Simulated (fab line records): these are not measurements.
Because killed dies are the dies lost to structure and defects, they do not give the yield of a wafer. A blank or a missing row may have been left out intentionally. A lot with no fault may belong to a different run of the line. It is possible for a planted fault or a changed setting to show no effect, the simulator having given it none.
A struck lot beside a sound one | flow n5_finfet | 37 steps out of a route of 1938
Sound: these wafers, L594.2, L594.5, L594.6. The struck wafers were L591.1, L591.2, L591.4. The cause is given at the end.
For every step that has rows: the tool of each side, followed by ch and its chambers, followed by its first start. Under that, the readings that differ: sound wafers | struck wafers | difference of the means | sigmas: that difference in standard deviations of wafers without a fault.
alike: readings with means less than 2 such deviations apart, plus words and numbers identical on both sides. not compared: withheld readings, readings lacking a value on some wafer, bounds such as >300 that could conceal the same value, and numbers that have no deviation in the record and whose values overlap.
A row with sigmas, a row that says differs or no value, or rows on one side alone: a step with any of these is where the two part. When numbers do not overlap yet have no deviation, they are printed without sigmas and do not part them. Lack of a reading on every wafer of one side parts them only where that side has two or more wafers.

first, 10 steps without rows for these wafers: N5_WELL_APT_DESCUM_30 (chemistry O2, time 7.9 s); N5_WELL_APT_IMPLANT_31; N5_WELL_APT_IMPLANT_32; N5_WELL_APT_STRIP_33 (strips in SPM, time 900 s); N5_WELL_APT_RTA_34 (time 10 s); N5_WELL_APT_OXIDE_STRIP_42 (strips SiO2 in dHF, time 45 s, target depth 12 nm); N5_WELL_APT_PRECLEAN_36 (cleans in O3/DIW, time 45 s); N5_WELL_APT_PRECLEAN_39 (cleans in dHF, time 60 s); N5_WELL_APT_SRD_37 (time 30 s); N5_WELL_APT_EPI_41 (deposits Si from SiH4/H2, target thk 50 nm, time 297.7 s).
N5_PMOS_HMC_CHANNEL_EPI_HM_DEP_34: deposits SiO2 from TEOS/O2, target thk 36 nm, time 6.9 s.
  sound on pecvd-03 ch 1,2, day 5 22:46; struck on pecvd-03 ch 0,1, day 5 04:47
  no value came back on the struck wafers for any of 6 readings (chamber_pressure_Torr (Torr), heater_power_outer_w (W) and others); on the sound wafers chamber_pressure_Torr (Torr) reads 6.506 6.485 6.520
then, 13 steps without rows for these wafers: N5_PMOS_HMC_CHANNEL_EPI_COAT_31 (time 60 s, resist thk 66 nm); N5_PMOS_HMC_CHANNEL_EPI_COAT_03 (resist thk 205 nm); N5_PMOS_HMC_CHANNEL_EPI_EBR_05; N5_PMOS_HMC_CHANNEL_EPI_SOFTBAKE_04 (time 60 s); N5_PMOS_HMC_CHANNEL_EPI_EXPOSE_06 (exposes mask PMOS HMC BLK, target cd 240 nm); N5_PMOS_HMC_CHANNEL_EPI_PEB_07 (peb time 60 s); N5_PMOS_HMC_CHANNEL_EPI_DEVELOP_08 (develop time 30 s); N5_PMOS_HMC_CHANNEL_EPI_DESCUM_14 (chemistry O2, time 7.9 s); N5_PMOS_HMC_CHANNEL_EPI_ETCH_32 (etches BARC in N2/H2, stops on SiO2, target depth 85.8 nm, time 50.3 s); N5_PMOS_HMC_CHANNEL_EPI_HM_OPEN_15 (chemistry CHF3/O2, target SiO2, target depth 40.6 nm, time 20.3 s); N5_PMOS_HMC_CHANNEL_EPI_STRIP_33 (strips in N2/H2); N5_PMOS_HMC_CHANNEL_EPI_STRIP_17 (strips in SPM, time 750 s); N5_PMOS_HMC_CHANNEL_EPI_ETCH_38 (etches SiO2 in CF4, target depth 1.5 nm).
N5_PMOS_HMC_CHANNEL_EPI_FIN_RECESS_16: chemistry HBr/Cl2, target Si, target depth 54 nm, time 18 s.
  sound on rie_si-06 ch 1,2, day 5 23:35; struck on rie_si-05 ch 0,1,3, day 5 05:46
  reading                                 | sound             | struck            | difference | sigmas
  oes_product_au (a.u.)                   | 0.993 1.024 1.002 | 1.891 1.851 1.801 | +0.841     | +56
  throttle_valve_pct (%)                  | 35.40 35.24 35.38 | 34.29 33.78 34.37 | -1.19      | -5
  model.Si_of_WELL_APT_EPI_41.thk_nm (nm) | 50.17 50.07 50.31 | 0 0 0             | -50        |
  alike: HBr_flow_sccm, drypump_motor_current_A, rf_fwd_power_W
  not compared: rf_hours_counter_h
then, 8 steps without rows for these wafers: N5_PMOS_HMC_CHANNEL_EPI_PRECLEAN_36 (cleans in O3/DIW, time 45 s); N5_PMOS_HMC_CHANNEL_EPI_PRECLEAN_18 (cleans in DHF, time 30 s); N5_PMOS_HMC_CHANNEL_EPI_SRD_19 (time 30 s); N5_PMOS_HMC_CHANNEL_EPI_EPI_20 (deposits SiGe30, target thk 59 nm); N5_PMOS_HMC_CHANNEL_EPI_HM_STRIP_35 (strips SiO2 in dHF, material SiO2, target depth 39.6 nm, time 216 s); N5_PMOS_HMC_CHANNEL_EPI_SRD_39 (time 30 s); N5_PMOS_HMC_CHANNEL_EPI_CMP_21 (polishes SiGe30, target thk 54 nm); N5_PMOS_HMC_CHANNEL_EPI_PRECLEAN_40 (cleans in DHF, time 30 s).
N5_PMOS_HMC_CHANNEL_EPI_PRECLEAN_37: cleans in O3/DIW, time 45 s.
  sound on wet_bench-05 ch 0,5,6, day 6 01:26; struck on wet_bench-06 ch 1,2,3, day 5 07:38
  reading                                 | sound             | struck | difference | sigmas
  model.Si_of_WELL_APT_EPI_41.thk_nm (nm) | 49.75 49.64 49.89 | 0 0 0  | -50        |
then, 1 step without rows for these wafers: N5_PMOS_HMC_CHANNEL_EPI_PRECLEAN_24 (cleans in DHF, time 30 s).
N5_BEOL_M4_RC_MEAS_101:
  the record has rows for the sound wafers here (prober-01 ch 0, day 14 10:22) and none for the struck ones
-- the record jumps here: 13 days lie between the struck wafers' starts before and after (it left off in module BEOL_M4 and takes up again in module PASSIVATION, whose first step shown is number 1936 of the route) --
N5_PASSIVATION_PROBE_49:
  struck on prober-01, day 18 03:50; sound on prober-01, day 18 23:14
  reading             | sound      | struck         | difference | sigmas
  killed_at_M4_up     | 14 21 20   | 2 1 4          | -16        | -3
  killed_at_front_end | 25 41 40   | 1165 1168 1170 | +1132      | +99 or more
  killed_dies         | 81 104 109 | 1180 1180 1180 | +1082      | +54
  killed_on_rim       | 8 13 13    | 152 152 152    | +141       | +33
  killed_open         | 57 73 81   | 18 16 14       | -54        | -4
  killed_short        | 22 31 25   | 9 8 3          | -19        | -2
  alike: killed_at_M0_to_M3, killed_at_contacts, killed_at_other

== WHERE THEY PART ==
Last at N5_PASSIVATION_PROBE_49 as far as this record goes, first at N5_PMOS_HMC_CHANNEL_EPI_HM_DEP_34.

WHY: what had been put in by the simulator
At N5_PMOS_HMC_CHANNEL_EPI_HM_DEP_34, the step was skipped entirely on pecvd-03 from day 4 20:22 on. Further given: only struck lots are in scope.
